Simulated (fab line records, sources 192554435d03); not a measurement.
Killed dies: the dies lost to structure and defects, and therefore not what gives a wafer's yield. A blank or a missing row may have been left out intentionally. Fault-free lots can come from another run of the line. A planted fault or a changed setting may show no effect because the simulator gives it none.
Which tool is to blame? ; flow n5 finfet ; 8 lots with 24 wafers sampled at 5 steps, on a route of 1938 steps

== WHAT THE GAUGES READ, wafer by wafer ==
N5_BEOL_M4_RC_MEAS_101. Usual: DIBL_N 36.3 mV/V, standard deviation 1.6; DIBL_P 36.2 mV/V, standard deviation 2.1; IOFF_N 0.16 nA/um, standard deviation 0.031; IOFF_P 0.21 nA/um, standard deviation 0.034; ION_N 673 uA/um, standard deviation 11; ION_P 461 uA/um, standard deviation 7.4; SS_N 71.6 mV/dec, standard deviation 0.55; SS_P 73.3 mV/dec, standard deviation 0.66; VT_N 251 mV, standard deviation 3.2; VT_P -251 mV, standard deviation 3.5.
lot;measured;on;DIBL_N (mV/V);DIBL_P (mV/V);IOFF_N (nA/um);IOFF_P (nA/um);ION_N (uA/um);ION_P (uA/um);SS_N (mV/dec);SS_P (mV/dec);VT_N (mV);VT_P (mV);flag
L843;day 8 20:27;prober-01;34.0 35.5 32.7;34.1 35.7 32.4;0.12 0.15 0.11;0.20 0.21 0.18;665 666 669;465 461 468;70.5 70.8 70.6;73.1 73.2 72.9;253 251 256;-249 -247 -252;
L844;day 9 00:52;prober-01;39.4 39.9 40.0;39.1 40.1 39.6;0.25 0.24 0.26;0.27 0.28 0.28;681 683 683;460 461 464;72.0 72.9 72.5;74.2 74.2 73.5;244 245 246;-247 -247 -248;
L847;day 9 14:40;prober-02;34.8 36.3 37.1;35.7 37.0 38.3;0.14 0.16 0.18;0.18 0.19 0.22;652 679 665;452 461 455;70.9 71.2 71.7;72.8 73.4 74.2;247 250 246;-252 -254 -250;
L848;day 9 19:12;prober-01;34.6 36.0 35.9;34.2 36.7 36.5;0.14 0.18 0.17;0.17 0.20 0.20;675 683 694;458 469 469;71.9 71.6 72.3;73.1 73.8 74.3;252 249 249;-255 -251 -252;
L849;day 10 06:25;prober-01;35.0 37.7 36.8;33.8 36.7 34.5;0.13 0.19 0.15;0.17 0.21 0.18;672 676 661;456 456 453;70.8 72.4 71.7;72.5 73.1 72.5;256 249 253;-254 -251 -254;
L855;day 11 13:49;prober-02;36.2 38.6 35.8;33.6 36.5 33.4;0.13 0.18 0.13;0.19 0.23 0.19;663 679 653;451 464 456;71.1 71.7 71.4;72.5 73.8 73.3;253 252 253;-255 -248 -254;
L853;day 11 16:39;prober-02;36.4 34.2 34.8;34.9 32.6 34.5;0.15 0.12 0.14;0.19 0.16 0.19;674 643 660;457 451 459;71.6 71.2 70.7;72.7 71.4 73.0;248 255 253;-251 -251 -252;
L861;day 13 10:01;prober-01;37.9 39.1 39.1;38.5 41.1 41.7;0.19 0.23 0.25;0.23 0.28 0.29;687 697 708;466 472 478;71.7 73.3 72.5;74.6 74.0 74.3;248 245 243;-249 -248 -248;

N5_BEOL_M15_RC_MEAS_101. Usual: COMB_M10 1.5e-11 S/m, standard deviation 3e-12; COMB_M11 1.5e-11 S/m, standard deviation 2.8e-12; COMB_M12 6.2e-12 S/m, standard deviation 1.4e-12; COMB_M13 4.7e-12 S/m, standard deviation 1.1e-12; COMB_M14 3.2e-12 S/m, standard deviation 7.4e-13; COMB_M15 2.4e-12 S/m, standard deviation 6.3e-13; COMB_M5 3.6e-11 S/m, standard deviation 7.6e-12; COMB_M6 2.5e-11 S/m, standard deviation 5e-12; COMB_M7 2.5e-11 S/m, standard deviation 5.4e-12; COMB_M8 2.5e-11 S/m, standard deviation 5.3e-12; COMB_M9 1.44e-11 S/m, standard deviation 2.8e-12; SERP_M10 3.05 ohm/um, standard deviation 0.11; SERP_M11 3.08 ohm/um, standard deviation 0.082; SERP_M12 0.621 ohm/um, standard deviation 0.017; SERP_M13 0.309 ohm/um, standard deviation 0.0048; SERP_M14 0.158 ohm/um, standard deviation 0.0059; SERP_M5 38.4 ohm/um, standard deviation 1.6; SERP_M6 13.8 ohm/um, standard deviation 0.65; SERP_M7 13.6 ohm/um, standard deviation 0.56; SERP_M8 14.0 ohm/um, standard deviation 0.61; SERP_M8_max_site 14.5 ohm/um, standard deviation 0.63; SERP_M9 3.10 ohm/um, standard deviation 0.087; SERP_M9_max_site 3.19 ohm/um, standard deviation 0.095.
lot;measured;on;COMB_M10 (S/m);COMB_M11 (S/m);COMB_M12 (S/m);COMB_M13 (S/m);COMB_M14 (S/m);COMB_M15 (S/m);COMB_M5 (S/m);COMB_M6 (S/m);COMB_M7 (S/m);COMB_M8 (S/m);COMB_M9 (S/m);SERP_M10 (ohm/um);SERP_M11 (ohm/um);SERP_M12 (ohm/um);SERP_M13 (ohm/um);SERP_M14 (ohm/um);SERP_M5 (ohm/um);SERP_M6 (ohm/um);SERP_M7 (ohm/um);SERP_M8 (ohm/um);SERP_M8_max_site (ohm/um);SERP_M9 (ohm/um);SERP_M9_max_site (ohm/um);flag
L843;day 12 08:38;prober-02;1.3e-11 1.2e-11 1.8e-11;2.26e-11 1.45e-11 1.62e-11;6e-12 6.5e-12 5e-12;7.3e-12 5.5e-12 4.1e-12;3.4e-12 3.1e-12 3.4e-12;2.1e-12 1.9e-12 2.2e-12;4.9e-11 2.1e-11 5.2e-11;1.9e-11 1.9e-11 1.8e-11;1.9e-11 2.8e-11 2.9e-11;2e-11 2.1e-11 2.9e-11;1.21e-11 1.47e-11 1.25e-11;3.06 3.05 3.20;3.03 2.98 3.11;0.638 0.650 0.626;0.310 0.308 0.311;0.163 0.153 0.164;37.4 39.6 38.8;13.9 13.0 13.2;13.4 13.6 13.1;14.4 13.8 12.7;14.7 14.8 13.8;3.18 3.15 3.08;3.30 3.24 3.22;
L844;day 12 02:41;prober-02;1.4e-11 1.8e-11 1e-11;1.09e-11 1.73e-11 1.57e-11;6.5e-12 7.6e-12 7e-12;4.6e-12 4.8e-12 6.1e-12;2.1e-12 3.9e-12 3.1e-12;2.3e-12 3.6e-12 2.5e-12;3e-11 4.2e-11 2.9e-11;1.9e-11 2.3e-11 1.6e-11;2.2e-11 2.2e-11 2.2e-11;3e-11 4e-11 3.9e-11;1.67e-11 1.56e-11 1.3e-11;3.07 2.96 3.25;3.16 3.02 2.98;0.626 0.623 0.632;0.302 0.300 0.310;0.161 0.159 0.163;39.3 40.4 37.2;14.1 13.6 13.0;13.6 14.6 13.9;13.6 14.4 14.5;14.1 14.8 14.9;3.14 3.18 3.12;3.24 3.32 3.22;
L847;day 13 00:17;prober-02;1.9e-11 1.2e-11 1.5e-11;1.59e-11 1.46e-11 1.12e-11;8.4e-12 6.5e-12 7.2e-12;3.9e-12 4.2e-12 3.9e-12;2.7e-12 3.6e-12 4.9e-12;2.5e-12 2.4e-12 2e-12;3.2e-11 3.8e-11 3e-11;2.5e-11 3.1e-11 1.9e-11;2.8e-11 3.5e-11 3.4e-11;2.7e-11 2.1e-11 2.6e-11;2.02e-11 1.13e-11 1.1e-11;2.99 2.99 2.87;2.99 3.16 3.17;0.635 0.622 0.626;0.313 0.318 0.307;0.159 0.155 0.163;39.6 41.0 35.4;13.8 14.7 14.6;14.3 13.4 13.1;13.1 14.0 14.3;14.1 14.5 14.6;2.87 3.05 3.06;2.93 3.11 3.12;
L848;day 13 02:47;prober-02;1.4e-11 1.7e-11 1.7e-11;2.29e-11 2.06e-11 1.38e-11;4.8e-12 4.9e-12 6.3e-12;4.3e-12 4.8e-12 4.1e-12;3.9e-12 2.8e-12 3e-12;2e-12 2.9e-12 2e-12;3.5e-11 3.4e-11 2.6e-11;2.2e-11 2.5e-11 2.3e-11;3.2e-11 3.9e-11 2.5e-11;2.6e-11 3e-11 3e-11;1.55e-11 1.23e-11 1.55e-11;3.02 2.99 3.05;3.03 2.99 3.13;0.586 0.620 0.603;0.303 0.314 0.311;0.159 0.163 0.153;40.9 41.5 38.7;14.0 13.5 15.0;14.2 14.2 14.5;13.6 13.8 14.0;13.9 14.3 14.7;3.05 3.09 3.21;3.08 3.13 3.26;
L849;day 13 16:22;prober-01;2.3e-11 1.5e-11 1.9e-11;1.58e-11 1.2e-11 1.56e-11;5.1e-12 6.5e-12 6.2e-12;4.7e-12 4.6e-12 5.2e-12;3.5e-12 4.1e-12 3.8e-12;1.7e-12 2.5e-12 3.3e-12;3.4e-11 3.5e-11 4.1e-11;3.1e-11 2.4e-11 2.6e-11;2.1e-11 2.2e-11 2.3e-11;2.1e-11 2.8e-11 2e-11;1.23e-11 1.86e-11 1.38e-11;2.91 3.01 2.89;2.91 3.01 3.06;0.626 0.639 0.601;0.309 0.294 0.311;0.151 0.164 0.165;37.3 37.5 39.3;13.5 12.4 13.0;13.4 14.1 13.5;14.3 14.2 13.7;14.7 14.8 13.9;3.33 3.12 3.21;3.34 3.22 3.29;
L855;day 14 23:24;prober-02;1.7e-11 1.9e-11 1.5e-11;1.31e-11 1.19e-11 1.29e-11;6.6e-12 5.7e-12 5.2e-12;3.5e-12 5e-12 4.2e-12;3.3e-12 2.4e-12 4.5e-12;1.9e-12 1.8e-12 2e-12;3.9e-11 2.4e-11 3.4e-11;2.5e-11 2e-11 1.9e-11;2.4e-11 2e-11 2.4e-11;2.5e-11 2.5e-11 2.3e-11;1.54e-11 1.99e-11 1.45e-11;3.11 3.08 3.03;3.08 3.20 3.25;0.601 0.621 0.591;0.307 0.304 0.305;0.148 0.157 0.149;36.7 40.3 38.0;13.6 14.2 13.8;13.6 13.6 13.5;13.7 14.7 14.3;13.8 ~33333 14.8;3.01 3.15 3.20;3.06 3.22 3.28;
L853;day 14 23:58;prober-01;1.2e-11 1.7e-11 1.6e-11;1.21e-11 1.32e-11 1.29e-11;1.02e-11 7.3e-12 7.5e-12;3.3e-12 2.8e-12 4.6e-12;4e-12 3.9e-12 3e-12;3.7e-12 2.8e-12 2.2e-12;5.8e-11 5.3e-11 3.7e-11;2.5e-11 2.4e-11 2.5e-11;2.8e-11 3.2e-11 2.6e-11;2.6e-11 2.4e-11 1.9e-11;1.27e-11 1.3e-11 1.16e-11;3.10 3.14 3.16;3.04 3.14 3.21;0.635 0.620 0.634;0.323 0.308 0.308;0.160 0.157 0.160;38.8 39.6 37.5;15.1 14.0 15.0;13.3 13.1 13.6;13.2 12.8 14.1;13.7 13.3 ~33333;3.11 3.09 3.08;3.37 3.13 3.25;
L861;day 17 03:03;prober-02;1.4e-11 1e-11 1.2e-11;1.42e-11 1.29e-11 2.01e-11;4.9e-12 8.6e-12 9.5e-12;6.2e-12 5.2e-12 6.8e-12;5.4e-12 3e-12 3.8e-12;3.7e-12 2e-12 2.3e-12;2.5e-11 3e-11 3.2e-11;3.4e-11 2.7e-11 3e-11;2e-11 2.1e-11 3e-11;3e-11 3.7e-11 2.6e-11;1.69e-11 1.47e-11 1.5e-11;2.84 3.14 2.91;3.09 3.13 2.94;0.615 0.579 0.597;0.307 0.312 0.314;0.160 0.147 0.148;36.5 38.9 37.6;13.6 14.9 13.0;13.1 13.4 13.7;13.9 13.5 13.4;14.5 14.4 14.0;2.97 3.18 3.01;3.02 3.29 3.04;

== WHAT TOOL EACH LOT RAN ON (gives the tool, then ch and the chambers of the sampled wafers, and finally the start) ==
lot;N5_BEOL_M8_SPUTTER_48;N5_BEOL_M15_SPUTTER_45;N5_BEOL_M15_DEP_53
L843;pvd sputter-01, day 10 09:25;pvd sputter-01, day 12 07:12;pecvd-04 ch 0,2, day 12 08:13
L844;pvd sputter-01, day 10 09:48;pvd sputter-03, day 12 01:34;pecvd-02 ch 0,1, day 12 02:34
L847;pvd sputter-01, day 11 01:56;pvd sputter-01, day 12 22:41;pecvd-04 ch 0,1,2, day 12 23:43
L848;pvd sputter-03, day 11 06:28;pvd sputter-01, day 13 01:08;pecvd-04 ch 0,1, day 13 02:22
L849;pvd sputter-03, day 11 19:44;pvd sputter-02, day 13 15:03;pecvd-02 ch 0,2, day 13 16:05
L855;pvd sputter-01, day 12 23:47;pvd sputter-02, day 14 21:35;pecvd-03 ch 0,1,2, day 14 23:17
L853;pvd sputter-01, day 13 01:15;pvd sputter-03, day 14 22:50;pecvd-04 ch 0,1, day 14 23:51
L861;pvd sputter-03, day 15 03:05;pvd sputter-02, day 17 01:46;pecvd-04 ch 1,2, day 17 02:47
- N5_BEOL_M8_SPUTTER_48: material Cu, target thk 10 nm, time 1.667 s.
- N5_BEOL_M15_SPUTTER_45: material Cu, target thk 100 nm, time 16.67 s.
- N5_BEOL_M15_DEP_53: deposits SiCN from 3MS/NH3, target thk 50 nm, time 17.8 s.

== WHAT THE TOOLS THEMSELVES READ (means of the sampled wafers that have a number; where no wafer has one, the mark that the record gives instead) ==
N5_BEOL_M8_SPUTTER_48. Usual: chamber pressure pa 0.12998 Pa, standard deviation 0.00023; throttle valve pct 29.5 %, standard deviation 1.2.
lot;tool;chamber pressure pa (Pa);throttle valve pct (%);flag
L843;pvd sputter-01;0.12993;29.6;
L844;pvd sputter-01;0.13023;29.4;
L847;pvd sputter-01;0.13018;29.4;
L848;pvd sputter-03;0.12996;29.1;
L849;pvd sputter-03;0.12979;30.2;
L855;pvd sputter-01;0.13016;29.4;
L853;pvd sputter-01;0.12994;28.9;
L861;pvd sputter-03;0.12986;30.4;

N5_BEOL_M15_SPUTTER_45. Usual: chamber pressure pa 0.12997 Pa, standard deviation 0.00027; throttle valve pct 29.5 %, standard deviation 1.1.
lot;tool;chamber pressure pa (Pa);throttle valve pct (%);flag
L843;pvd sputter-01;0.13008;28.8;
L844;pvd sputter-03;0.13019;30.2;
L847;pvd sputter-01;0.12992;28.2;
L848;pvd sputter-01;0.13003;29.6;
L849;pvd sputter-02;0.12993;29.4;
L855;pvd sputter-02;0.13029;29.5;
L853;pvd sputter-03;0.12987;30.9;
L861;pvd sputter-02;0.12981;29.6;

N5_BEOL_M15_DEP_53. Usual: showerhead plenum p Torr 4.145 Torr, standard deviation 0.02; showerhead vpp V 1624 V, standard deviation 61; throttle valve pct 18.4 %, standard deviation 1.3.
lot;tool;showerhead plenum p Torr (Torr);showerhead vpp V (V);throttle valve pct (%);flag
L843;pecvd-04;4.132;1614;17.9;
L844;pecvd-02;4.148;1672;18.4;
L847;pecvd-04;4.139;1620;18.5;
L848;pecvd-04;4.132;1645;19.3;
L849;pecvd-02;4.152;1592;17.2;
L855;pecvd-03;4.142;1625;18.6;
L853;pecvd-04;4.127;1628;19.2;
L861;pecvd-04;4.153;1624;19.5;

== THE ANSWER, worked out from the rows above alone ==
Rule: take the mean of a lot's wafers that have a number; if it is more than 3 standard deviations from the usual mean, the lot is off. A lot without any number at a reading at which 4 lots or more have one is off too. All remaining lots with rows at the step are treated as sound. After the gauges, taken in route order, come the tools' own readings; for these a lot's mean is taken, as printed above. At the first step where some lot is off, the reading lying furthest off is the one used; lots without a number count as furthest.
No lot is off at any reading shown: from this, nothing can be told.

== WHAT WAS PUT IN BY THE SIMULATOR ==
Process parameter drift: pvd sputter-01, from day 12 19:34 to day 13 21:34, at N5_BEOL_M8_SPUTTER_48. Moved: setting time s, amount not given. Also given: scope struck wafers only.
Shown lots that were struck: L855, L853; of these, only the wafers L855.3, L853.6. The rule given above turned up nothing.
